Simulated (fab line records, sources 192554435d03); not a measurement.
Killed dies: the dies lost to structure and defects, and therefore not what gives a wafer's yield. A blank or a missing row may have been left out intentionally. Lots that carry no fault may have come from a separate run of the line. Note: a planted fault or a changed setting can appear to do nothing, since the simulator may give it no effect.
Which of the tools did it? :: flow n5_finfet :: 6 lots, 18 wafers sampled, at 2 steps of a route of 1938

== WHAT THE GAUGES READ, wafer by wafer ==
N5_PASSIVATION_CD_MEAS_10 targets a cd of 3000 nm.
lot: L190
measured: day 13 02:32
on: cd_sem-02
cd_nm (nm): 3001.3 3001.3 3005.8

lot: L192
measured: day 13 02:16
on: cd_sem-03
cd_nm (nm): 2999.9 2997.5 3000.5

lot: L195
measured: day 14 11:42
on: cd_sem-02
cd_nm (nm): 3002.8 2998.4 3004.0

lot: L203
measured: day 17 06:44
on: cd_sem-01
cd_nm (nm): 2996.0 3002.3 3003.4

lot: L206
measured: day 18 17:20
on: cd_sem-02
cd_nm (nm): 3001.8 2999.3 2998.5

lot: L209
measured: day 18 20:13
on: cd_sem-03
cd_nm (nm): 2999.4 3000.9 3002.7

== WHAT TOOL EACH LOT RAN ON (gives the tool, then ch and the chambers of the sampled wafers, and finally the start) ==
lot: L190
N5_PMOS_HMC_CHANNEL_EPI_PRECLEAN_18: wet_bench-02 ch 0,1,7, day 2 05:50

lot: L192
N5_PMOS_HMC_CHANNEL_EPI_PRECLEAN_18: wet_bench-05 ch 0,6,7, day 2 18:56

lot: L195
N5_PMOS_HMC_CHANNEL_EPI_PRECLEAN_18: wet_bench-02 ch 1,3,6, day 3 11:46

lot: L203
N5_PMOS_HMC_CHANNEL_EPI_PRECLEAN_18: wet_bench-06 ch 1,2,3, day 5 13:28

lot: L206
N5_PMOS_HMC_CHANNEL_EPI_PRECLEAN_18: wet_bench-05 ch 1,2,6, day 6 08:08

lot: L209
N5_PMOS_HMC_CHANNEL_EPI_PRECLEAN_18: wet_bench-06 ch 2,3,4, day 7 00:32
- N5_PMOS_HMC_CHANNEL_EPI_PRECLEAN_18: cleans in DHF, time 30 s.

== THE ANSWER, worked out from the rows above alone ==
Rule: usual is defined by the lots themselves. Put in order of their means at a reading, lots are off if they are a third of the lots or fewer, leave a main group of 4 or more, and stand apart from it by a gap of 3 or more times the standard deviation of the main group's means; of several such gaps the widest counts. If all means in a main group match to the digits the tables above print for the reading, that group is not used. Also off: a lot with no number at a reading for which 4 or more lots have one. Where the step has rows for the other lots, those lots are counted as sound.
Nothing can be told from this: no lot is off at any reading shown.

== WHAT THE SIMULATOR HAD INSERTED ==
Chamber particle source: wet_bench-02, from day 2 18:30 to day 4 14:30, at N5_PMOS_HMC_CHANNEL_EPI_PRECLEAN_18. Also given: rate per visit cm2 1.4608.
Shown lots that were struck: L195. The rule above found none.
